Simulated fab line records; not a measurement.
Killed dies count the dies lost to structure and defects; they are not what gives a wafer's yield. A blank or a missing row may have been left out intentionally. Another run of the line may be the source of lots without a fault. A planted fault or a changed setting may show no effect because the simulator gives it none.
Which of the tools did it? :: flow n5_finfet :: 24 lots, 72 wafers sampled, at 2 steps of a route of 1938

WHAT THE GAUGES SHOWED, per wafer
N5_BEOL_M10_OCD_MEAS_38.
lot: L074
measured: day 9 20:53
on: ocd-02
trench_depth_nm (nm): 149 149 151

lot: L075
measured: day 10 01:33
on: ocd-01
trench_depth_nm (nm): 151 143 148

lot: L076
measured: day 10 21:52
on: ocd-02
trench_depth_nm (nm): 148 152 147

lot: L077
measured: day 11 00:28
on: ocd-02
trench_depth_nm (nm): 149 149 149

lot: L078
measured: day 11 00:26
on: ocd-01
trench_depth_nm (nm): 144 148 144

lot: L079
measured: day 11 13:58
on: ocd-02
trench_depth_nm (nm): 153 153 147

lot: L080
measured: day 12 04:16
on: ocd-02
trench_depth_nm (nm): 148 144 150

lot: L081
measured: day 12 04:31
on: ocd-01
trench_depth_nm (nm): 145 148 152

lot: L082
measured: day 12 10:56
on: ocd-01
trench_depth_nm (nm): 145 148 145

lot: L083
measured: day 12 13:01
on: ocd-01
trench_depth_nm (nm): 153 146 149

lot: L084
measured: day 12 17:32
on: ocd-01
trench_depth_nm (nm): 152 148 148

lot: L085
measured: day 12 20:36
on: ocd-01
trench_depth_nm (nm): 144 148 145

lot: L086
measured: day 13 04:49
on: ocd-02
trench_depth_nm (nm): 151 154 151

lot: L087
measured: day 13 10:49
on: ocd-02
trench_depth_nm (nm): 149 151 149

lot: L088
measured: day 14 03:31
on: ocd-02
trench_depth_nm (nm): 147 151 147

lot: L089
measured: day 14 03:46
on: ocd-01
trench_depth_nm (nm): 150 150 154

lot: L091
measured: day 14 12:25
on: ocd-02
trench_depth_nm (nm): 144 144 151

lot: L090
measured: day 14 12:57
on: ocd-01
trench_depth_nm (nm): 144 152 149

lot: L092
measured: day 14 18:56
on: ocd-01
trench_depth_nm (nm): 147 152 144

lot: L094
measured: day 15 04:20
on: ocd-01
trench_depth_nm (nm): 145 153 145

lot: L095
measured: day 15 05:01
on: ocd-01
trench_depth_nm (nm): 152 152 149

lot: L093
measured: day 15 05:18
on: ocd-02
trench_depth_nm (nm): 151 152 150

lot: L097
measured: day 15 15:07
on: ocd-02
trench_depth_nm (nm): 144 146 150

lot: L096
measured: day 15 15:35
on: ocd-02
trench_depth_nm (nm): 145 148 150

WHAT TOOL EACH LOT RAN ON (gives the tool, then ch and the chambers of the sampled wafers, and finally the start)
lot: L074
N5_BEOL_M10_ETCH_41: rie_diel-06 ch 0,2,3, day 9 20:53 or earlier

lot: L075
N5_BEOL_M10_ETCH_41: rie_diel-01 ch 0,1,2, day 10 01:33 or earlier

lot: L076
N5_BEOL_M10_ETCH_41: rie_diel-01 ch 2,3, day 10 21:52 or earlier

lot: L077
N5_BEOL_M10_ETCH_41: rie_diel-06 ch 0,2,3, day 11 00:28 or earlier

lot: L078
N5_BEOL_M10_ETCH_41: rie_diel-04 ch 0,1,2, day 11 00:26 or earlier

lot: L079
N5_BEOL_M10_ETCH_41: rie_diel-04 ch 2,3, day 11 13:58 or earlier

lot: L080
N5_BEOL_M10_ETCH_41: rie_diel-01 ch 0,1, day 12 04:16 or earlier

lot: L081
N5_BEOL_M10_ETCH_41: rie_diel-04 ch 0,2,3, day 12 04:31 or earlier

lot: L082
N5_BEOL_M10_ETCH_41: rie_diel-04 ch 0,1,2, day 12 10:56 or earlier

lot: L083
N5_BEOL_M10_ETCH_41: rie_diel-04 ch 0,1,3, day 12 13:01 or earlier

lot: L084
N5_BEOL_M10_ETCH_41: rie_diel-06 ch 1,2, day 12 17:32 or earlier

lot: L085
N5_BEOL_M10_ETCH_41: rie_diel-01 ch 0,2, day 12 20:36 or earlier

lot: L086
N5_BEOL_M10_ETCH_41: rie_diel-06 ch 1,2,3, day 13 04:49 or earlier

lot: L087
N5_BEOL_M10_ETCH_41: rie_diel-06 ch 0,3, day 13 10:49 or earlier

lot: L088
N5_BEOL_M10_ETCH_41: rie_diel-01 ch 0,2,3, day 14 03:31 or earlier

lot: L089
N5_BEOL_M10_ETCH_41: rie_diel-06 ch 0,1,2, day 14 03:46 or earlier

lot: L091
N5_BEOL_M10_ETCH_41: rie_diel-04 ch 2,3, day 14 12:25 or earlier

lot: L090
N5_BEOL_M10_ETCH_41: rie_diel-01 ch 0,1,3, day 14 12:57 or earlier

lot: L092
N5_BEOL_M10_ETCH_41: rie_diel-01 ch 0,1,3, day 14 18:56 or earlier

lot: L094
N5_BEOL_M10_ETCH_41: rie_diel-04 ch 1,2,3, day 15 04:20 or earlier

lot: L095
N5_BEOL_M10_ETCH_41: rie_diel-01 ch 0,3, day 15 05:01 or earlier

lot: L093
N5_BEOL_M10_ETCH_41: rie_diel-06 ch 1,2,3, day 15 05:18 or earlier

lot: L097
N5_BEOL_M10_ETCH_41: rie_diel-01 ch 2,3, day 15 15:07 or earlier

lot: L096
N5_BEOL_M10_ETCH_41: rie_diel-01 ch 0,2,3, day 15 15:35 or earlier
- N5_BEOL_M10_ETCH_41: etches SiCN in CH3F/O2, target depth 42.6 nm, time 86 s.

WHAT THE TOOLS THEMSELVES READ (means of the sampled wafers that have a number; where no wafer has one, the mark that the record gives instead)
N5_BEOL_M10_ETCH_41.
lot: L074
tool: rie_diel-06
drypump_motor_current_A (A): 5.8
oes_product_au (a.u.): 0.79
rf_fwd_power_W (W): 391.9
rf_vpp_V (V): 296.6
showerhead_plenum_p_Torr (Torr): 1.98
throttle_valve_pct (%): 16.38

lot: L075
tool: rie_diel-01
drypump_motor_current_A (A): 5.7
oes_product_au (a.u.): 0.83
rf_fwd_power_W (W): 392.2
rf_vpp_V (V): 298.9
showerhead_plenum_p_Torr (Torr): 2.05
throttle_valve_pct (%): 16.32

lot: L076
tool: rie_diel-01
drypump_motor_current_A (A): 5.4
oes_product_au (a.u.): 0.85
rf_fwd_power_W (W): 391.2
rf_vpp_V (V): 297.3
showerhead_plenum_p_Torr (Torr): 2.04
throttle_valve_pct (%): 16.35

lot: L077
tool: rie_diel-06
drypump_motor_current_A (A): 5.8
oes_product_au (a.u.): 0.78
rf_fwd_power_W (W): 391.9
rf_vpp_V (V): 297.3
showerhead_plenum_p_Torr (Torr): 1.98
throttle_valve_pct (%): 16.40

lot: L078
tool: rie_diel-04
drypump_motor_current_A (A): 5.6
oes_product_au (a.u.): 0.70
rf_fwd_power_W (W): 392.3
rf_vpp_V (V): 297.2
showerhead_plenum_p_Torr (Torr): 1.98
throttle_valve_pct (%): 16.45

lot: L079
tool: rie_diel-04
drypump_motor_current_A (A): 5.9
oes_product_au (a.u.): 0.72
rf_fwd_power_W (W): 392.3
rf_vpp_V (V): 296.1
showerhead_plenum_p_Torr (Torr): 1.93
throttle_valve_pct (%): 16.24

lot: L080
tool: rie_diel-01
drypump_motor_current_A (A): 6.1
oes_product_au (a.u.): 0.80
rf_fwd_power_W (W): 391.6
rf_vpp_V (V): 298.7
showerhead_plenum_p_Torr (Torr): 2.07
throttle_valve_pct (%): 16.25

lot: L081
tool: rie_diel-04
drypump_motor_current_A (A): 5.8
oes_product_au (a.u.): 0.72
rf_fwd_power_W (W): 391.5
rf_vpp_V (V): 295.4
showerhead_plenum_p_Torr (Torr): 1.93
throttle_valve_pct (%): 16.28

lot: L082
tool: rie_diel-04
drypump_motor_current_A (A): 5.6
oes_product_au (a.u.): 0.79
rf_fwd_power_W (W): 391.4
rf_vpp_V (V): 297.4
showerhead_plenum_p_Torr (Torr): 1.98
throttle_valve_pct (%): 16.33

lot: L083
tool: rie_diel-04
drypump_motor_current_A (A): 5.8
oes_product_au (a.u.): 0.80
rf_fwd_power_W (W): 391.5
rf_vpp_V (V): 296.3
showerhead_plenum_p_Torr (Torr): 1.95
throttle_valve_pct (%): 16.20

lot: L084
tool: rie_diel-06
drypump_motor_current_A (A): 5.4
oes_product_au (a.u.): 0.86
rf_fwd_power_W (W): 391.9
rf_vpp_V (V): 298.9
showerhead_plenum_p_Torr (Torr): 2.07
throttle_valve_pct (%): 16.24

lot: L085
tool: rie_diel-01
drypump_motor_current_A (A): 5.7
oes_product_au (a.u.): 0.84
rf_fwd_power_W (W): 392.3
rf_vpp_V (V): 299.4
showerhead_plenum_p_Torr (Torr): 2.06
throttle_valve_pct (%): 16.23

lot: L086
tool: rie_diel-06
drypump_motor_current_A (A): 5.7
oes_product_au (a.u.): 0.83
rf_fwd_power_W (W): 392.2
rf_vpp_V (V): 299.3
showerhead_plenum_p_Torr (Torr): 2.05
throttle_valve_pct (%): 16.25

lot: L087
tool: rie_diel-06
drypump_motor_current_A (A): 6.0
oes_product_au (a.u.): 0.72
rf_fwd_power_W (W): 391.1
rf_vpp_V (V): 295.9
showerhead_plenum_p_Torr (Torr): 1.92
throttle_valve_pct (%): 16.62

lot: L088
tool: rie_diel-01
drypump_motor_current_A (A): 5.7
oes_product_au (a.u.): 0.82
rf_fwd_power_W (W): 392.7
rf_vpp_V (V): 298.0
showerhead_plenum_p_Torr (Torr): 2.05
throttle_valve_pct (%): 16.29

lot: L089
tool: rie_diel-06
drypump_motor_current_A (A): 5.7
oes_product_au (a.u.): 0.80
rf_fwd_power_W (W): 392.6
rf_vpp_V (V): 296.8
showerhead_plenum_p_Torr (Torr): 2.01
throttle_valve_pct (%): 16.44

lot: L091
tool: rie_diel-04
drypump_motor_current_A (A): 5.7
oes_product_au (a.u.): 0.69
rf_fwd_power_W (W): 393.6
rf_vpp_V (V): 295.8
showerhead_plenum_p_Torr (Torr): 1.94
throttle_valve_pct (%): 16.44

lot: L090
tool: rie_diel-01
drypump_motor_current_A (A): 5.8
oes_product_au (a.u.): 0.77
rf_fwd_power_W (W): 395.0
rf_vpp_V (V): 297.8
showerhead_plenum_p_Torr (Torr): 2.03
throttle_valve_pct (%): 16.43

lot: L092
tool: rie_diel-01
drypump_motor_current_A (A): 5.7
oes_product_au (a.u.): 0.76
rf_fwd_power_W (W): 392.6
rf_vpp_V (V): 297.5
showerhead_plenum_p_Torr (Torr): 2.03
throttle_valve_pct (%): 16.45

lot: L094
tool: rie_diel-04
drypump_motor_current_A (A): 5.7
oes_product_au (a.u.): 0.77
rf_fwd_power_W (W): 391.9
rf_vpp_V (V): 297.4
showerhead_plenum_p_Torr (Torr): 1.96
throttle_valve_pct (%): 16.36

lot: L095
tool: rie_diel-01
drypump_motor_current_A (A): 5.8
oes_product_au (a.u.): 0.79
rf_fwd_power_W (W): 393.0
rf_vpp_V (V): 298.4
showerhead_plenum_p_Torr (Torr): 2.03
throttle_valve_pct (%): 16.36

lot: L093
tool: rie_diel-06
drypump_motor_current_A (A): 5.7
oes_product_au (a.u.): 0.81
rf_fwd_power_W (W): 392.2
rf_vpp_V (V): 298.8
showerhead_plenum_p_Torr (Torr): 2.04
throttle_valve_pct (%): 16.28

lot: L097
tool: rie_diel-01
drypump_motor_current_A (A): 5.3
oes_product_au (a.u.): 0.80
rf_fwd_power_W (W): 393.1
rf_vpp_V (V): 298.1
showerhead_plenum_p_Torr (Torr): 2.02
throttle_valve_pct (%): 16.41

lot: L096
tool: rie_diel-01
drypump_motor_current_A (A): 5.7
oes_product_au (a.u.): 0.80
rf_fwd_power_W (W): 391.9
rf_vpp_V (V): 298.8
showerhead_plenum_p_Torr (Torr): 2.04
throttle_valve_pct (%): 16.32

THE ANSWER, worked out from the rows above alone
Rule: usual is defined by the lots themselves. Put in order of their means at a reading, lots are off if they are a third of the lots or fewer, leave a main group of 4 or more, and stand apart from it by a gap of 3 or more times the standard deviation of the main group's means; of several such gaps the widest counts. A main group whose means are all the same, to the digits that the tables above print for the reading, isn't used. Also off: a lot with no number at a reading for which 4 or more lots have one. The other lots that the step has rows for count as sound. Order of review: gauges by route order, followed by the tools' own readings, for which a lot's mean as printed above is used. The first step at which some lot is off is used, and at that step the reading that is off furthest; a lot without a number counts as furthest.
No lot is off at any reading shown: from this, nothing can be told.

WHAT WAS PUT IN BY THE SIMULATOR
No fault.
